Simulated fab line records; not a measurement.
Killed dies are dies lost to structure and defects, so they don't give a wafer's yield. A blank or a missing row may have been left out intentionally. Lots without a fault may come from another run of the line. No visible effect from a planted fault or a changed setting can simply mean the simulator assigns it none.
Matching of chambers || flow nand-harc || 4 sister chambers for NHARC_P_BONDPAD_ACTIVATE_29 on rie-diel-08
The step chemistry N2, time 60 s. 4 wafers are shown with their chamber, then 7 later ones without.

## WAFERS, EACH WITH ITS CHAMBER
{"wafer": "L083.3", "chamber": 0, "drypump-motor-current-A (A)": 5.7}
{"wafer": "L083.5", "chamber": 2, "drypump-motor-current-A (A)": 6.3}
{"wafer": "L089.1", "chamber": 3, "drypump-motor-current-A (A)": 6.4}
{"wafer": "L089.5", "chamber": 1, "drypump-motor-current-A (A)": 6.4}

## WAFERS WITH NO CHAMBER GIVEN
{"wafer": "L089.6", "drypump-motor-current-A (A)": 5.7}
{"wafer": "L091.3", "drypump-motor-current-A (A)": 6.3}
{"wafer": "L091.5", "drypump-motor-current-A (A)": 6.4}
{"wafer": "L091.6", "drypump-motor-current-A (A)": 5.7}
{"wafer": "L097.1", "drypump-motor-current-A (A)": 5.7}
{"wafer": "L097.2", "drypump-motor-current-A (A)": 6.4}
{"wafer": "L097.3", "drypump-motor-current-A (A)": 6.5}

## EACH ONE'S CHAMBER
{"wafer": "L089.6", "from the rows above": 0, "in truth": 0}
{"wafer": "L091.3", "from the rows above": 2, "in truth": 2}
{"wafer": "L091.5", "from the rows above": "can't be placed: 1 or 3", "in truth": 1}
{"wafer": "L091.6", "from the rows above": 0, "in truth": 0}
{"wafer": "L097.1", "from the rows above": 0, "in truth": 0}
{"wafer": "L097.2", "from the rows above": "can't be placed: 1 or 3", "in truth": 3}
{"wafer": "L097.3", "from the rows above": "can't be placed: 1 or 3", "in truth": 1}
Correctly placed: 4 of 7. These rows do not allow placing 3 (true chamber among the candidates in 3). 0 placed wrongly.
How it was worked out, from the rows above alone: a wafer's distance from a chamber is the root of the sum, over the readings, of the square of ((its reading less the chamber's mean) divided by the reading's scatter). If the next closest chamber is less than 2 further off than the closest, the wafer can't be placed; otherwise it belongs to the closest. For every chamber, the mean is computed from those of its wafers that are shown. The scatter: root of mean squared gap, hidden wafer to nearest shown wafer, with one shown wafer a chamber.
